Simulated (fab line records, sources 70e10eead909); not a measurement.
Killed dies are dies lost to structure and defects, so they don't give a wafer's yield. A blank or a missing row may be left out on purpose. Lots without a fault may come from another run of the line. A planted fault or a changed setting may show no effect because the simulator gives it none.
A struck lot beside a sound one | flow nand_harc | 41 steps out of a route of 1302
Sound: wafers L684.2, L684.3, L684.4. Struck: wafers L694.1, L694.2, L694.4. The cause comes at the end.
At each step with rows: each side's tool, then ch and its chambers, then its first start. Under that, the readings that differ: sound wafers | struck wafers | difference of the means | sigmas: that difference in standard deviations of wafers without a fault.
alike: readings whose means differ by less than 2 such deviations, and words and numbers that are the same on both sides. not compared: withheld readings, readings that some wafer has no value for, bounds like >300 that may hide the same value, and numbers for which the record gives no deviation and whose values overlap.
The two part at a step that has a row with sigmas, a row that says differs or no value, or rows on one side only. Numbers that don't overlap but have no deviation are shown without sigmas and don't part them. A reading that every wafer of one side lacks parts them only if that side has two wafers or more.

first, 6 steps without rows for these wafers: NHARC_A_DECK1_JOINT_ETCH_18 (etches SiO2 in dHF, target depth 3 nm); NHARC_A_DECK1_JOINT_WET_08 (chemistry H3PO4, time 86 s); NHARC_A_DECK1_JOINT_ETCH_09 (etches SiO2 in dHF, target depth 5 nm); NHARC_A_DECK1_JOINT_WET_10 (chemistry H3PO4, time 86 s); NHARC_A_DECK1_JOINT_ETCH_11 (etches SiO2 in dHF, target depth 35 nm); NHARC_A_DECK1_JOINT_CVD_12 (deposits poly-Si, target thk 90 nm, time 1800 s).
NHARC_A_DECK1_JOINT_CMP_13: polishes, target thk 51.023 nm.
  sound on cmp-02 ch 0,1,3, day 10 23:12; struck on cmp-01 ch 0,2,3, day 15 11:10
  alike: motor_current_A, time_to_endpoint_s
NHARC_A_DECK1_JOINT_THK_MEAS_14: measures by ellipsometry.
  sound on film_metro-01, day 10 23:28; struck on film_metro-01, day 15 11:23
  alike: thk_nm
then, 1 step without rows for these wafers: NHARC_A_DECK1_JOINT_SRD_04.
NHARC_A_DECK1_JOINT_ETCHBACK_00: etches the open film in HBr, target depth 30 nm, time 17.4 s.
  sound on rie_si-06 ch 0,1,3, day 10 23:35; struck on rie_si-05 ch 0,2,3, day 15 11:31
  reading                | sound       | struck      | difference | sigmas
  rf_hours_counter_h (h) | 1.1 1.0 1.0 | 0.3 0.3 0.2 | -0.8       |
  alike: drypump_motor_current_A, hbr_flow_sccm, oes_product_au, throttle_valve_pct
then, 2 steps without rows for these wafers: NHARC_A_DECK1_JOINT_PRECLEAN_30 (cleans in SC1); NHARC_A_DECK1_JOINT_SRD_31.
NHARC_A_DECK1_JOINT_CVD_34: deposits SiNx, target thk 20 nm.
  sound on lpcvd-02 ch 0, day 11 02:58; struck on lpcvd-01 ch 0, day 15 14:55
  reading                   | sound       | struck         | difference | sigmas
  zone_power_centre_pct (%) | 9.7 9.5 9.9 | 12.2 12.1 12.1 | +2.4       | +2
  alike: spike_tc_lower_C
then, 5 steps without rows for these wafers: NHARC_A_DECK1_JOINT_DEP_06 (deposits SiOx, target thk 80 nm); NHARC_A_DECK1_JOINT_CURE_26 (time 32 s); NHARC_A_DECK1_JOINT_ANNEAL_27 (time 3600 s); NHARC_A_DECK1_JOINT_ANNEAL_28 (time 1800 s); NHARC_A_DECK1_JOINT_ANNEAL_29 (time 1800 s).
NHARC_A_DECK1_JOINT_CMP_02: polishes SiOx.
  sound on cmp-01 ch 0,1,3, day 11 23:00; struck on cmp-01 ch 0,1,3, day 16 13:24
  alike: motor_current_A
then, 1 step without rows for these wafers: NHARC_A_DECK1_JOINT_SRD_15.
NHARC_A_DECK1_JOINT_DEP_16: deposits SiO2, target thk 45 nm.
  sound on pecvd-01 ch 0,1,2, day 11 23:35; struck on pecvd-03 ch 0,2, day 16 13:47
  alike: heater_power_w, throttle_valve_pct
NHARC_A_DECK1_JOINT_THK_MEAS_17: measures by ellipsometry.
  sound on film_metro-01, day 11 23:52; struck on film_metro-01, day 16 14:04
  alike: thk_nm
then, 1 step without rows for these wafers: NHARC_A_ONON_D2_DEP_00 (target thk 1000 nm).
NHARC_A_ONON_D2_THK_MEAS_02: measures by ellipsometry.
  sound on film_metro-01, day 12 00:29; struck on film_metro-01, day 16 14:41
  alike: thk_nm
then, 1 step without rows for these wafers: NHARC_A_ONON_D2_DEP_03 (target thk 1000 nm).
NHARC_A_ONON_D2_THK_MEAS_05: measures by ellipsometry.
  sound on film_metro-02, day 12 01:14; struck on film_metro-01, day 16 15:14
  alike: thk_nm
then, 1 step without rows for these wafers: NHARC_A_ONON_D2_DEP_06 (target thk 1000 nm).
NHARC_A_ONON_D2_THK_MEAS_08: measures by ellipsometry.
  sound on film_metro-02, day 12 01:48; struck on film_metro-01, day 16 15:49
  alike: thk_nm
then, 1 step without rows for these wafers: NHARC_A_ONON_D2_DEP_09 (target thk 1000 nm).
NHARC_A_ONON_D2_THK_MEAS_11: measures by ellipsometry.
  sound on film_metro-01, day 12 02:22; struck on film_metro-01, day 16 16:23
  alike: thk_nm
then, 1 step without rows for these wafers: NHARC_A_ONON_D2_DEP_12 (target thk 1000 nm).
NHARC_A_ONON_D2_THK_MEAS_14: measures by ellipsometry.
  sound on film_metro-02, day 12 02:56; struck on film_metro-01, day 16 16:57
  alike: thk_nm
then, 2 steps without rows for these wafers: NHARC_A_ONON_D2_ANNEAL_15 (time 3600 s); NHARC_A_ONON_D2_DEP_16 (target thk 1000 nm).
NHARC_A_ONON_D2_THK_MEAS_18: measures by ellipsometry.
  sound on film_metro-01, day 12 15:11; struck on film_metro-01, day 17 00:55
  alike: thk_nm
then, 1 step without rows for these wafers: NHARC_A_ONON_D2_DEP_19 (target thk 1000 nm).
NHARC_A_ONON_D2_THK_MEAS_21: measures by ellipsometry.
  sound on film_metro-02, day 12 15:46; struck on film_metro-01, day 17 01:28
  alike: thk_nm
then, 1 step without rows for these wafers: NHARC_A_ONON_D2_DEP_22 (target thk 1000 nm).
NHARC_A_ONON_D2_THK_MEAS_24: measures by ellipsometry.
  sound on film_metro-02, day 12 16:20; struck on film_metro-01, day 17 02:02
  alike: thk_nm
then, 1 step without rows for these wafers: NHARC_A_ONON_D2_DEP_25 (target thk 1000 nm).
-- the record jumps here: 12 days lie between the struck wafers' starts before and after (it left off in module A_ONON_D2 and takes up again in module END, whose first step shown is number 1302 of the route) --
NHARC_END_SORT_01:
  sound on prober-02 ch 0, day 24 03:32; struck on prober-02 ch 0, day 28 15:34
  reading         | sound    | struck     | difference | sigmas
  killed_at_array | 32 31 37 | 106 122 92 | +73        | +4
  killed_dies     | 39 33 45 | 109 126 98 | +72        | +4
  alike: killed_at_other, killed_at_periphery, killed_open, killed_short

WHERE THEY PART
First at NHARC_A_DECK1_JOINT_CVD_34; last, within this record, at NHARC_END_SORT_01.

WHY: what the simulator had put in
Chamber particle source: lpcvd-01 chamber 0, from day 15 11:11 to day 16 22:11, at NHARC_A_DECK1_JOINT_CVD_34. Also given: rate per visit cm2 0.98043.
